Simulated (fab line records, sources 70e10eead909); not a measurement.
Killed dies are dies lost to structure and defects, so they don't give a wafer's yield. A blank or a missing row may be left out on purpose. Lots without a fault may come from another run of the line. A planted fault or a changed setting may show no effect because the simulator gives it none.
A struck lot beside a sound one | flow nand_harc | 40 steps out of a route of 1302
Sound: wafers L917.1, L917.2, L917.5. Struck: wafers L920.1, L920.4, L920.6. The cause comes at the end.
At each step with rows: each side's tool, then ch and its chambers, then its first start. Under that, the readings that differ: sound wafers | struck wafers | difference of the means | sigmas: that difference in standard deviations of wafers without a fault.
alike: readings whose means differ by less than 2 such deviations, and words and numbers that are the same on both sides. not compared: withheld readings, readings that some wafer has no value for, bounds like >300 that may hide the same value, and numbers for which the record gives no deviation and whose values overlap.
The two part at a step that has a row with sigmas, a row that says differs or no value, or rows on one side only. Numbers that don't overlap but have no deviation are shown without sigmas and don't part them. A reading that every wafer of one side lacks parts them only if that side has two wafers or more.

NHARC_P_M1_INSPECT_11:
  sound on defect_inspect-02, day 8 05:04; struck on defect_inspect-02, day 9 08:58
  alike: raw_defect_count
then, 3 steps without rows for these wafers: NHARC_P_M1_DESCUM_14 (chemistry O2, time 3 s); NHARC_P_M1_ETCH_35 (etches the open film in N2/H2, target depth 40 nm, overetch 12 nm, time 43.94 s); NHARC_P_M1_ETCH_15 (etches the open film in C4F8/Ar, target depth 182.5 nm, time 91.2 s).
NHARC_P_M1_CD_MEAS_16:
  sound on cd_sem-03, day 8 05:34; struck on cd_sem-02, day 9 09:34
  alike: cd_nm
NHARC_P_M1_STRIP_18: strips in N2/H2.
  sound on rie_diel-09 ch 0,1,2, day 8 05:38; struck on rie_diel-09 ch 1,2,3, day 9 09:40
  alike: chamber_pressure_mTorr, drypump_motor_current_A, oes_product_au, rf_vpp_V, showerhead_plenum_p_Torr, throttle_valve_pct
  not compared: rf_hours_counter_h
then, 4 steps without rows for these wafers: NHARC_P_M1_ETCH_28 (etches the open film in CF4/N2, target depth 30 nm, time 72.99 s); NHARC_P_M1_STRIP_19 (strips in post etch residue remover, time 600 s); NHARC_P_M1_DEGAS_29 (time 60 s); NHARC_P_M1_PRE_CLEAN_30 (time 30 s).
NHARC_P_M1_PVD_20: deposits TaN, target thk 5 nm, time 8.06 s.
  sound on pvd_sputter-01; struck on pvd_sputter-01
  alike: throttle_valve_pct
then, 1 step without rows for these wafers: NHARC_P_M1_PVD_21 (deposits Cu, target thk 30 nm, time 20.49 s).
NHARC_P_M1_ECD_22: material Cu, target thk 400 nm.
  sound on ecd_cu-01 ch 0,1, day 8 06:59; struck on ecd_cu-01 ch 0,1, day 9 10:38
then, 2 steps without rows for these wafers: NHARC_P_M1_ANNEAL_31 (time 90 s); NHARC_P_M1_CMP_23 (polishes, t overpolish 20 s, target thk 157.82 nm).
NHARC_P_M1_THK_MEAS_24: measures by xrf.
  sound on film_metro-01, day 8 08:02; struck on film_metro-01, day 9 11:40
  alike: thk_nm
then, 13 steps without rows for these wafers: NHARC_P_M1_SRD_25; NHARC_P_M1_PRE_CLEAN_32 (time 12 s); NHARC_P_M1_DEP_33 (deposits SiCN, target thk 30 nm); NHARC_P_M2_DEP_00 (deposits SiOC, target thk 182.5 nm); NHARC_P_M2_DEHYDRATE_01 (time 120 s); NHARC_P_M2_HMDS_02 (time 30 s); NHARC_P_M2_COAT_34 (time 65 s); NHARC_P_M2_COAT_03 (resist thk 90 nm); NHARC_P_M2_SOFTBAKE_04 (time 55 s); NHARC_P_M2_EBR_05; NHARC_P_M2_EXPOSE_06 (exposes mask P M2, target cd 170 nm); NHARC_P_M2_PEB_07 (peb time 65 s); NHARC_P_M2_DEVELOP_08 (develop time 35 s).
NHARC_P_M2_CD_MEAS_09: target cd 170 nm.
  sound on cd_sem-03 ch 0, day 8 09:28; struck on cd_sem-03 ch 0, day 9 13:12
  alike: cd_nm
NHARC_P_M2_OVL_MEAS_10: pitch 340 nm.
  sound on overlay-01, day 8 09:33; struck on overlay-02, day 9 13:17
  alike: overlay_x_nm, overlay_y_nm
then, 1 step without rows for these wafers: NHARC_P_M2_DESCUM_14 (chemistry O2, time 3 s).
NHARC_P_M2_ETCH_35: etches the open film in N2/H2, target depth 40 nm, overetch 12 nm, time 43.94 s.
  sound on rie_diel-11 ch 0,1, day 8 09:44; struck on rie_diel-11 ch 0,1,2, day 9 13:29
  alike: chamber_pressure_mTorr, drypump_motor_current_A, oes_product_au, rf_vpp_V, showerhead_plenum_p_Torr, throttle_valve_pct
  not compared: rf_hours_counter_h
then, 1 step without rows for these wafers: NHARC_P_M2_ETCH_15 (etches the open film in C4F8/Ar, target depth 182.5 nm, time 91.2 s).
NHARC_P_M2_CD_MEAS_16:
  sound on cd_sem-03, day 8 09:57; struck on cd_sem-02, day 9 13:41
  alike: cd_nm
NHARC_P_M2_STRIP_18: strips in N2/H2.
  sound on rie_diel-05 ch 0,1,3, day 8 10:05; struck on rie_diel-05 ch 2,3, day 9 13:48
  alike: chamber_pressure_mTorr, drypump_motor_current_A, oes_product_au, rf_vpp_V, showerhead_plenum_p_Torr, throttle_valve_pct
  not compared: rf_hours_counter_h
NHARC_P_M2_ETCH_28: etches the open film in CF4/N2, target depth 30 nm, time 72.99 s.
  sound on rie_diel-05 ch 0,2,3; struck on rie_diel-05 ch 1,2,3
  alike: chamber_pressure_mTorr, drypump_motor_current_A, oes_product_au, rf_vpp_V, showerhead_plenum_p_Torr, throttle_valve_pct
  not compared: rf_hours_counter_h
then, 2 steps without rows for these wafers: NHARC_P_M2_STRIP_19 (strips in post etch residue remover, time 600 s); NHARC_P_M2_DEGAS_29 (time 60 s).
-- the record jumps here: 18 days lie between the struck wafers' starts before and after (it left off in module P_M2 and takes up again in module END, whose first step shown is number 1302 of the route) --
NHARC_END_SORT_01:
  sound on prober-01 ch 0, day 26 01:07; struck on prober-02 ch 0, day 27 05:47
  reading                  | sound    | struck      | difference | sigmas
  defect_limited_yield (%) | 86 88 88 | 24 20 22    | -65        | -19
  killed_at_array          | 91 79 81 | 30 32 35    | -51        | -2
  killed_at_periphery      | 2 2 0    | 486 509 491 | +494       | +99 or more
  killed_dies              | 93 81 84 | 517 541 527 | +442       | +19
  alike: killed_at_other, killed_open, killed_short

WHERE THEY PART
Only at NHARC_END_SORT_01, within this record.

WHY: what the simulator had put in
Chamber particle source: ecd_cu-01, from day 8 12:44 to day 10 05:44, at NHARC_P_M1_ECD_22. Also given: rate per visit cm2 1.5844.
